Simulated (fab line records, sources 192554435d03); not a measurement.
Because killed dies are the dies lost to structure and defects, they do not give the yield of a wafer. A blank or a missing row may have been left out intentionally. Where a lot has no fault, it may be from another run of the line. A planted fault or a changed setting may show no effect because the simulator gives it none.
fab line records ; flow n5-finfet
record: lots: 9; wafers: 27; last-day: 17
route steps=1938 shown BEOL_M2@863 BEOL_M4@1111
lots that met no fault: taken from a fault-free run of the same line
start-h: start of the lot's first displayed wafer, in hours after the record's first day ; wait-h: how many hours have passed since the lot's step before this one ; " same as the row above ; L1.1+2: a single row standing in for several wafers ; - value missing, or start not given ; * or withheld: withheld ; < > ~ a bound
route shown NAME@n: names a module that has steps shown in the file, with the first one's number in the route ; usual: average and standard deviation across the fault-free wafers ; same: alike in all rows ; chamber/n: place in a boat ; sites: per-site readings ; _std_site: their standard deviation ; _edge_site: mean of outer sites minus mean of inner sites ; radius-mm: how far each site lies from the wafer's centre ; mask NAME#n: copy n ; behind: the most recent tool/chamber to have shaped the wafer ; hold: cause of the lot's hold/its duration in hours/its outcome ; device: the n, p or np transistor that did not switch ; end of line: the same wafers' tests at the end of the route ; step lacking rows: just its recipe ; killed: at the first sort, the dies lost to defects and structure; wafer yield is something else ; map: a wafer's dies, x killed, . not, _ none there
set.NAME: the setting as run; set.NAME@STEP: as run at that earlier step ; model.NAME: the simulator's own value behind a step, which no gauge read
one table for each step of the route and one row for each wafer, over a sample of lots
services: a tool's chamber out of use, with start hour (start-h, from the record's first day; less than 0 if before it), hours out, and reason
== steps ==
step: N5_BEOL_M2_STRIP_66
recipe: chemistry: CF4; resist: SiARC; power-w: 300; bias-power-w: 75; pressure-mtorr: 50; cf4-flow-sccm: 150; rf-frequency-hz: 6e+07
usual: drypump-motor-current-A: 5.5/0.51; oes-product-au: 0.77/0.071; rf-vpp-V: 271.2/1.6; showerhead-plenum-p-Torr: 1.80/0.062; throttle-valve-pct: 13.62/0.26
lot.wafer;tool;chamber;start-h;wait-h;drypump-motor-current-A;oes-product-au;rf-hours-counter-h;rf-vpp-V;showerhead-plenum-p-Torr;throttle-valve-pct
L578.1;rie-diel-01;2;145.77;0.0;5.2;0.80;97;272.8;1.88;13.79
L578.3;rie-diel-01;3;145.77;0.0;6.5;0.86;36;272.6;1.91;13.28
L578.5;rie-diel-01;3;145.77;0.0;6.5;0.86;-;274.0;1.91;13.27
L584.2;rie-diel-03;3;169.06;0.0;5.8;0.93;11;271.2;1.83;13.43
L584.4;rie-diel-03;2;169.06;0.0;5.8;0.71;206;269.5;1.72;13.85
L584.5;rie-diel-03;1;169.06;0.0;4.8;0.80;-;269.9;1.73;13.19
L583.2;rie-diel-06;0;173.20;0.0;5.0;0.72;191;271.7;1.85;13.86
L583.3;rie-diel-06;2;173.20;0.0;5.2;0.79;109;269.7;1.73;13.61
L583.4;rie-diel-06;3;173.20;0.0;4.9;0.81;76;271.1;1.74;13.19
L586.1;rie-diel-03;0;187.25;0.0;6.2;0.69;226;273.1;1.85;13.90
L586.2;rie-diel-03;3;187.25;0.0;5.8;0.92;16;271.1;1.83;13.45
L586.3;rie-diel-03;2;187.25;0.0;5.8;0.71;212;268.9;1.72;13.86
L588.1;rie-diel-01;0;199.74;0.0;5.6;0.72;219;270.5;1.78;13.90
L588.4;rie-diel-01;3;199.74;0.0;6.5;0.83;58;273.9;1.90;13.31
L588.5;rie-diel-01;0;199.74;0.0;5.6;0.71;-;270.7;1.78;13.90
L589.2;rie-diel-01;0;206.46;0.0;5.6;0.72;221;270.2;1.78;13.90
L589.4;rie-diel-01;3;206.46;0.0;6.5;0.82;61;272.9;1.90;13.30
L589.6;rie-diel-01;0;206.46;0.0;5.6;0.70;-;272.7;1.78;13.92
L595.1;rie-diel-01;0;240.57;0.0;5.7;0.70;232;271.8;1.77;13.95
L595.2;rie-diel-01;2;240.57;0.0;5.1;0.76;134;272.5;1.87;13.86
L595.5;rie-diel-01;1;240.57;0.0;5.7;0.88;-;270.0;1.76;13.35
L596.4;rie-diel-06;0;244.43;0.0;5.1;0.70;208;272.1;1.85;13.88
L596.5;rie-diel-06;2;244.43;0.0;5.2;0.76;-;269.5;1.72;13.67
L596.6;rie-diel-06;1;244.43;0.0;5.4;0.77;-;271.8;1.81;13.63
L598.1;rie-diel-06;1;254.62;0.0;5.4;0.76;130;270.3;1.81;13.64
L598.4;rie-diel-06;2;254.62;0.0;5.2;0.76;139;269.5;1.72;13.69
L598.5;rie-diel-06;2;254.62;0.0;5.2;0.76;-;269.2;1.72;13.68
step: N5_BEOL_M2_HM_OPEN_17
recipe: chemistry: Cl2/BCl3; target-depth-a: 200; overetch-a: 60; target: TiN; mask-material: SOC; ion-energy-ev: 150; pressure-mtorr: 10; icp-w: 1000; bias-w: 126; Cl2_flow_sccm: 53.25; bcl3-flow-sccm: 21.75; Ar_flow_sccm: 25
usual: bcl3-flow-sccm: 21.75/0.064; drypump-motor-current-A: 5.8/0.61; oes_ar_750_au: 0.72/0.12; oes-product-au: 0.61/0.097; throttle-valve-pct: 22.24/0.22
lot.wafer;tool;chamber;start-h;wait-h;bcl3-flow-sccm;drypump-motor-current-A;oes_ar_750_au;oes-product-au;rf-hours-counter-h;throttle-valve-pct
L578.1;rie-metal-03;1;145.81;0.0;21.81;4.8;0.61;0.53;109;22.40
L578.3;rie-metal-03;0;145.81;0.0;21.79;6.7;0.68;0.60;-;22.24
L578.5;rie-metal-03;0;145.81;0.0;21.77;6.7;0.68;0.59;-;22.26
L584.2;rie-metal-01;0;169.10;0.0;21.69;5.9;0.61;0.50;130;22.11
L584.4;rie-metal-01;1;169.10;0.0;21.68;5.5;0.79;0.68;-;22.04
L584.5;rie-metal-01;1;169.10;0.0;21.70;5.5;0.79;0.69;-;22.04
L583.2;rie-metal-03;0;173.25;0.0;21.86;6.6;0.67;0.60;80;22.27
L583.3;rie-metal-03;0;173.25;0.0;21.77;6.7;0.67;0.59;-;22.26
L583.4;rie-metal-03;1;173.25;0.0;21.81;4.8;0.61;0.53;-;22.38
L586.1;rie-metal-03;0;187.30;0.0;21.79;6.7;0.67;0.60;81;22.25
L586.2;rie-metal-03;1;187.30;0.0;21.71;4.8;0.60;0.53;113;22.38
L586.3;rie-metal-03;1;187.30;0.0;21.82;4.8;0.61;0.53;-;22.36
L588.1;rie-metal-03;0;199.78;0.0;21.78;6.7;0.68;0.58;82;22.27
L588.4;rie-metal-03;1;199.78;0.0;21.79;4.8;0.61;0.53;-;22.39
L588.5;rie-metal-03;1;199.78;0.0;21.76;4.8;0.61;0.53;-;22.38
L589.2;rie-metal-01;1;206.50;0.0;21.65;5.5;0.77;0.67;41;22.03
L589.4;rie-metal-01;1;206.50;0.0;21.63;5.5;0.77;0.66;-;22.06
L589.6;rie-metal-01;1;206.50;0.0;21.71;5.5;0.77;0.67;-;22.04
L595.1;rie-metal-01;1;240.61;0.0;21.63;5.5;0.76;0.66;45;22.07
L595.2;rie-metal-01;0;240.61;0.0;21.79;5.9;0.98;0.83;1;21.91
L595.5;rie-metal-01;0;240.61;0.0;21.70;5.9;0.99;0.84;-;21.90
L596.4;rie-metal-03;0;244.50;0.1;21.68;6.6;0.67;0.58;-;22.27
L596.5;rie-metal-03;1;244.50;0.1;21.75;4.8;0.60;0.52;-;22.38
L596.6;rie-metal-03;0;244.50;0.1;21.74;6.7;0.66;0.58;-;22.28
L598.1;rie-metal-01;0;254.66;0.0;21.71;5.9;0.97;0.82;2;21.89
L598.4;rie-metal-01;1;254.66;0.0;21.87;5.5;0.76;0.66;-;22.06
L598.5;rie-metal-01;1;254.66;0.0;21.75;5.5;0.75;0.65;-;22.06
step: N5_BEOL_M2_ETCH_77
recipe: chemistry: N2/H2; target: underlayer; target-depth-a: 65; mask-material: CAR-EUV; time-s: 5.2; ion-energy-ev: 200; pressure-mtorr: 30; source-w: 840; bias-w: 150; n2-flow-sccm: 200; h2-flow-sccm: 200; ends: cleared
usual: drypump-motor-current-A: 5.6/0.51; etch-rf-on-time-s: 5.21/0.13; oes-product-au: 0.67/0.065; rf-vpp-V: 524.3/2.9; showerhead-plenum-p-Torr: 2.56/0.096; throttle-valve-pct: 17.89/0.25
lot.wafer;tool;chamber;start-h;wait-h;drypump-motor-current-A;etch-rf-on-time-s;oes-product-au;rf-hours-counter-h;rf-vpp-V;showerhead-plenum-p-Torr;throttle-valve-pct
L578.1;rie-diel-06;1;146.78;0.0;5.4;5.25;0.68;91;525.9;2.56;17.73
L578.3;rie-diel-06;2;146.78;0.0;5.2;5.04;0.70;100;522.5;2.47;18.03
L578.5;rie-diel-06;1;146.78;0.0;5.4;5.17;0.69;-;525.0;2.55;17.74
L584.2;rie-diel-03;3;169.90;0.0;5.8;5.20;0.80;11;525.0;2.59;17.72
L584.4;rie-diel-03;0;169.90;0.0;6.3;5.01;0.61;222;525.4;2.63;18.15
L584.5;rie-diel-03;1;169.90;0.0;4.8;5.22;0.69;-;522.2;2.45;17.41
L583.2;rie-diel-01;2;174.03;0.0;5.1;5.46;0.66;108;527.3;2.67;18.16
L583.3;rie-diel-01;3;174.03;0.0;6.5;5.06;0.73;48;526.0;2.69;17.54
L583.4;rie-diel-01;1;174.03;0.0;5.8;5.20;0.81;4;522.5;2.50;17.68
L586.1;rie-diel-03;2;188.12;0.0;5.8;5.27;0.60;212;520.1;2.41;18.03
L586.2;rie-diel-03;3;188.12;0.0;5.8;5.24;0.79;16;526.0;2.59;17.71
L586.3;rie-diel-03;1;188.12;0.0;4.9;5.28;0.67;102;521.8;2.45;17.43
L588.1;rie-diel-01;0;200.57;0.0;5.7;5.24;0.62;219;526.8;2.50;18.02
L588.4;rie-diel-01;2;200.57;0.0;5.1;5.46;0.65;120;527.8;2.67;18.21
L588.5;rie-diel-01;3;200.57;0.0;6.5;5.05;0.72;-;528.7;2.69;17.56
L589.2;rie-diel-01;1;207.15;0.0;5.8;5.27;0.76;16;521.3;2.49;17.70
L589.4;rie-diel-01;2;207.15;0.0;5.2;5.48;0.65;121;526.6;2.67;18.20
L589.6;rie-diel-01;0;207.15;0.0;5.7;5.24;0.60;-;522.6;2.50;18.03
L595.1;rie-diel-06;3;241.42;0.0;4.9;5.33;0.67;100;523.2;2.47;17.77
L595.2;rie-diel-06;0;241.42;0.0;5.0;5.25;0.60;207;524.2;2.63;18.24
L595.5;rie-diel-06;3;241.42;0.0;4.9;5.33;0.67;-;521.0;2.47;17.78
L596.4;rie-diel-03;3;245.13;0.0;5.8;5.25;0.75;38;525.4;2.58;17.77
L596.5;rie-diel-03;2;245.13;0.0;5.8;5.28;0.59;-;522.0;2.40;18.07
L596.6;rie-diel-03;1;245.13;0.0;4.8;5.29;0.67;-;520.1;2.45;17.46
L598.1;rie-diel-03;2;255.62;0.0;5.7;5.29;0.59;240;519.8;2.40;18.05
L598.4;rie-diel-03;1;255.62;0.0;4.9;5.26;0.66;123;522.0;2.44;17.46
L598.5;rie-diel-03;2;255.62;0.0;5.8;5.25;0.58;-;519.3;2.40;18.08
step: N5_BEOL_M2_ALD_98
recipe: material: SiO2; target-thk-a: 25; temp-c: 100; ald-precursor-family: BDEAS; ald-co-reactant: O2-plasma; pulse-time-s: 1; co-reactant-pulse-time-s: 1; purge-time-s: 2; co-reactant-purge-time-s: 2; ald-cycles: 17; pressure-torr: 2
usual: heater-power-w: 79/10; precursor-pulse-height-rel: 1.002/0.018; susceptor-temp-C: 100.01/0.13
lot.wafer;tool;chamber;start-h;wait-h;heater-power-w;precursor-pulse-height-rel;susceptor-temp-C
L578.1;ald-sin-03;0;146.88;0.1;77;0.987;99.92
L578.3;ald-sin-03;3;146.88;0.1;79;1.034;99.95
L578.5;ald-sin-03;3;146.88;0.1;78;0.989;99.86
L584.2;ald-sin-02;1;170.00;0.1;65;1.018;100.09
L584.4;ald-sin-02;3;170.00;0.1;99;0.999;99.99
L584.5;ald-sin-02;1;170.00;0.1;65;0.995;99.90
L583.2;ald-sin-04;3;174.17;0.1;97;1.029;100.18
L583.3;ald-sin-04;0;174.17;0.1;66;1.010;100.10
L583.4;ald-sin-04;2;174.17;0.1;88;1.003;99.74
L586.1;ald-sin-04;0;188.44;0.3;67;0.990;100.11
L586.2;ald-sin-04;1;188.44;0.3;76;1.020;99.95
L586.3;ald-sin-04;2;188.44;0.3;88;1.013;100.00
L588.1;ald-sin-02;0;200.67;0.1;83;0.995;100.06
L588.4;ald-sin-02;3;200.67;0.1;99;1.004;99.97
L588.5;ald-sin-02;3;200.67;0.1;98;1.018;100.26
L589.2;ald-sin-03;2;207.38;0.2;86;0.980;100.07
L589.4;ald-sin-03;3;207.38;0.2;79;0.968;99.85
L589.6;ald-sin-03;2;207.38;0.2;85;0.986;99.93
L595.1;ald-sin-04;0;241.53;0.1;75;1.009;105.19
L595.2;ald-sin-04;2;241.53;0.1;99;0.999;105.41
L595.5;ald-sin-04;1;241.53;0.1;85;0.991;105.05
L596.4;ald-sin-04;0;245.27;0.1;75;0.979;105.48
L596.5;ald-sin-04;1;245.27;0.1;82;1.000;105.23
L596.6;ald-sin-04;2;245.27;0.1;98;0.985;105.20
L598.1;ald-sin-04;1;255.90;0.2;82;1.019;105.49
L598.4;ald-sin-04;0;255.90;0.2;75;0.998;105.05
L598.5;ald-sin-04;0;255.90;0.2;74;1.019;105.09
step: N5_BEOL_M4_RC_MEAS_101
usual: DIBL_N: 36.3/1.7; DIBL_P: 36.5/1.8; IOFF_N: 0.16/0.033; IOFF_P: 0.21/0.037; ION_N: 675/11; ION_P: 462/7.9; SS_N: 71.6/0.64; SS_P: 73.3/0.68; VT_N: 249/3.3; VT_P: -250/3.3
lot.wafer;tool;chamber;start-h;wait-h;DIBL_N[mV/V];DIBL_P[mV/V];IOFF_N[nA/um];IOFF_P[nA/um];ION_N[uA/um];ION_P[uA/um];SS_N[mV/dec];SS_P[mV/dec];VT_N[mV];VT_P[mV]
L578.1;prober-02;0;179.55;0.0;33.6;34.1;0.14;0.21;673;467;71.1;73.2;248;-248
L578.3;prober-02;0;179.55;0.0;36.4;37.0;0.18;0.25;679;468;72.3;73.4;250;-249
L578.5;prober-02;0;179.55;0.0;35.8;36.4;0.17;0.24;676;467;71.8;73.1;249;-246
L584.2;prober-02;0;198.17;0.2;33.1;32.8;0.11;0.17;665;462;70.6;72.3;255;-253
L584.4;prober-02;0;198.17;0.2;34.9;33.6;0.12;0.18;656;455;70.5;71.4;253;-250
L584.5;prober-02;0;198.17;0.2;33.9;33.6;0.11;0.18;668;461;70.7;71.8;255;-251
L583.2;prober-01;0;202.29;0.2;37.3;38.4;0.18;0.24;680;466;72.3;72.8;247;-251
L583.3;prober-01;0;202.29;0.2;36.6;36.7;0.17;0.22;688;459;71.7;72.8;250;-253
L583.4;prober-01;0;202.29;0.2;37.0;37.8;0.17;0.24;676;465;72.3;73.0;249;-248
L586.1;prober-02;0;223.77;0.1;34.4;34.8;0.11;0.16;662;448;70.0;72.8;253;-257
L586.2;prober-02;0;223.77;0.1;36.1;37.7;0.14;0.21;653;460;70.6;73.9;253;-251
L586.3;prober-02;0;223.77;0.1;36.9;38.2;0.15;0.20;662;450;71.1;73.8;251;-253
L588.1;prober-01;0;225.25;0.0;35.8;36.3;0.16;0.20;684;464;71.3;72.9;249;-251
L588.4;prober-01;0;225.25;0.0;35.6;34.7;0.15;0.17;666;450;71.1;72.7;249;-253
L588.5;prober-01;0;225.25;0.0;34.2;33.9;0.13;0.17;657;448;71.1;72.1;251;-253
L589.2;prober-02;0;231.18;0.2;37.2;37.8;0.19;0.25;685;472;72.0;72.9;246;-244
L589.4;prober-02;0;231.18;0.2;37.7;39.0;0.19;0.27;675;466;72.6;73.8;246;-247
L589.6;prober-02;0;231.18;0.2;35.5;36.4;0.16;0.23;683;475;71.1;73.1;249;-248
L596.4;prober-01;0;267.91;0.5;37.3;36.6;0.16;0.23;678;472;71.4;72.5;254;-245
L596.5;prober-01;0;267.91;0.5;36.3;35.8;0.15;0.22;662;460;71.4;73.4;253;-248
L596.6;prober-01;0;267.91;0.5;37.3;36.4;0.17;0.23;667;464;71.9;73.5;249;-247
L595.1;prober-02;0;270.29;0.0;37.0;38.3;0.22;0.22;705;462;72.0;73.2;243;-251
L595.2;prober-02;0;270.29;0.0;38.2;39.1;0.23;0.23;686;456;72.5;73.7;244;-248
L595.5;prober-02;0;270.29;0.0;37.9;38.9;0.24;0.23;683;458;72.2;73.6;240;-250
L598.1;prober-02;0;291.64;0.0;40.0;40.9;0.28;0.27;717;475;72.9;74.6;241;-250
L598.4;prober-02;0;291.64;0.0;38.2;38.7;0.23;0.24;695;461;73.1;74.5;242;-249
L598.5;prober-02;0;291.64;0.0;37.6;37.9;0.21;0.22;687;459;71.7;73.4;245;-251
== services ==
tool;chamber;start-h;hours;kind
rie-metal-03;-;129.27;2.8;pm
rie-diel-03;2;140.46;3.9;repair
rie-diel-01;1;146.78;-;clean
rie-diel-01;1;146.78;-;consumable-replace:focus-ring
rie-diel-01;1;146.78;13.0;scheduled-down
rie-diel-01;1;146.78;13.0;vent-cycle
ald-sin-02;1;152.03;4.5;repair
ald-sin-02;-;180.96;14.6;pm
rie-diel-03;0;187.82;10.9;repair
rie-diel-06;0;188.36;17.2;repair
rie-metal-01;0;209.94;-;clean
rie-metal-01;0;209.94;16.2;scheduled-down
rie-metal-01;0;209.94;16.2;vent-cycle
rie-diel-03;1;213.27;14.2;repair
ald-sin-02;-;215.38;0.4;repair
rie-diel-03;0;218.88;6.2;repair
ald-sin-04;3;224.90;1.6;repair
ald-sin-04;3;230.83;15.4;repair
ald-sin-02;-;233.36;0.5;repair
rie-diel-06;1;254.91;6.7;repair
== key ==
first-sign: step: N5_BEOL_M2_ALD_98; reading: susceptor-temp-C; direction: up; sigmas: 42; usual: *; struck: *
effect none on later readings
met-at N5_BEOL_M2_ALD_98
struck-lots L595,L596,L598
not-acting-at N5_BEOL_M2_STRIP_66,N5_BEOL_M2_HM_OPEN_17,N5_BEOL_M2_ETCH_77
onset-between 188.44 241.53
fault: kind: process-parameter-drift; tool: ald-sin-04; chamber: -; onset-h: 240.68; steps: N5_BEOL_M2_ALD_98; channel: temp-c; offset: *; shape: step; end-h: 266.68; acts-in: *; stated: *
